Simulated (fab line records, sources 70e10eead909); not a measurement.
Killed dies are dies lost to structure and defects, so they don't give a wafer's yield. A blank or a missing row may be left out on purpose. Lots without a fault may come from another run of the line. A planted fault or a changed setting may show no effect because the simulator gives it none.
Which tool did it? | flow nand_harc | 7 lots, 21 wafers sampled, at 1 step of a route of 1159

WHAT THE GAUGES READ, wafer by wafer
NHARC_A_CHANNEL_HOLE_D1_CD_MEAS_30.
lot  | measured     | on        | cd_nm (nm)
L117 | day 8 23:40  | cd_sem-01 | 90.1 88.4 89.2
L125 | day 10 21:32 | cd_sem-02 | 90.2 88.4 87.8
L126 | day 11 12:44 | cd_sem-03 | 90.7 91.3 89.9
L128 | day 11 19:07 | cd_sem-01 | 90.1 89.4 91.1
L131 | day 12 09:14 | cd_sem-01 | 89.4 88.8 89.6
L136 | day 13 12:40 | cd_sem-02 | 88.4 88.8 89.8
L139 | day 13 17:05 | cd_sem-02 | 89.1 90.0 90.2

WHICH TOOL RAN EACH LOT (tool, then ch and the chambers of the sampled wafers, then the start)
The record holds no process step before these readings.

THE ANSWER, worked out from the rows above alone
Rule: what is usual is taken from the lots themselves. Put in order of their means at a reading, lots are off if they are a third of the lots or fewer, leave a main group of 4 or more, and stand apart from it by a gap of 3 or more times the standard deviation of the main group's means; of several such gaps the widest counts. A main group whose means are all the same, to the digits that the tables above print for the reading, isn't used. A lot without any number at a reading at which 4 lots or more have one is off too. The other lots that the step has rows for count as sound.
No lot is off at any reading shown: from this, nothing can be told.

WHAT THE SIMULATOR HAD PUT IN
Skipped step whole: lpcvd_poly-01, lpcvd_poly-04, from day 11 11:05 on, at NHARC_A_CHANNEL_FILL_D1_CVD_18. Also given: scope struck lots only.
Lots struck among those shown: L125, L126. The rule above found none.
